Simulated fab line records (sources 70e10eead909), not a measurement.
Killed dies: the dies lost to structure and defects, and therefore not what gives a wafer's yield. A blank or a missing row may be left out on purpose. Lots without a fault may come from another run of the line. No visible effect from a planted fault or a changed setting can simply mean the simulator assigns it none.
Matching of chambers + flow nandHarc + rieDiel-03 running NHARC_P_M0_ETCH_34: 4 sister chambers
The step etches the open film in N2/H2, target depth 40 nm, overetch 12 nm, time 43.94 s. 8 wafers are shown with their chamber, then 7 later ones without.

## WAFERS WITH THEIR CHAMBER
| wafer  | chamber | drypumpMotorCurrentA (A) | showerheadPlenumPTorr (Torr) |
|--------|---------|--------------------------|------------------------------|
| L215.3 | 0       | 5.5                      | 1.89                         |
| L217.6 | 3       | 4.9                      | 2.17                         |
| L223.5 | 0       | 5.5                      | 1.88                         |
| L231.1 | 3       | 5.0                      | 2.16                         |
| L231.2 | 2       | 6.3                      | 2.08                         |
| L231.6 | 1       | 5.8                      | 1.96                         |
| L232.2 | 2       | 6.3                      | 2.08                         |
| L232.3 | 1       | 5.8                      | 1.96                         |

## WAFERS WITH NO CHAMBER GIVEN
| wafer  | drypumpMotorCurrentA (A) | showerheadPlenumPTorr (Torr) |
|--------|--------------------------|------------------------------|
| L232.4 | 5.5                      | 1.88                         |
| L234.1 | 6.3                      | 2.08                         |
| L234.4 | 5.8                      | 1.96                         |
| L234.6 | 5.8                      | 1.96                         |
| L235.1 | 5.4                      | 1.88                         |
| L235.3 | 6.3                      | 2.08                         |
| L235.5 | 5.5                      | 1.88                         |

## THE CHAMBER EACH PASSED THROUGH
| wafer  | from the rows above | in truth |
|--------|---------------------|----------|
| L232.4 | 0                   | 0        |
| L234.1 | 2                   | 2        |
| L234.4 | 1                   | 1        |
| L234.6 | 1                   | 1        |
| L235.1 | 0                   | 0        |
| L235.3 | 2                   | 2        |
| L235.5 | 0                   | 0        |
Correctly placed: 7 of 7. Not placeable from these rows: 0. Wrongly placed: 0.
How it was worked out, from the rows above alone: a wafer's distance from a chamber is the root of the sum, over the readings, of the square of ((its reading less the chamber's mean) divided by the reading's scatter). If the next closest chamber is less than 2 further off than the closest, the wafer can't be placed; otherwise it belongs to the closest. Each chamber's mean is taken over the wafers shown for it. The scatter is the square root of a quotient: the sum, over the shown wafers, of each reading's squared deviation from its chamber's mean, divided by wafers minus chambers.
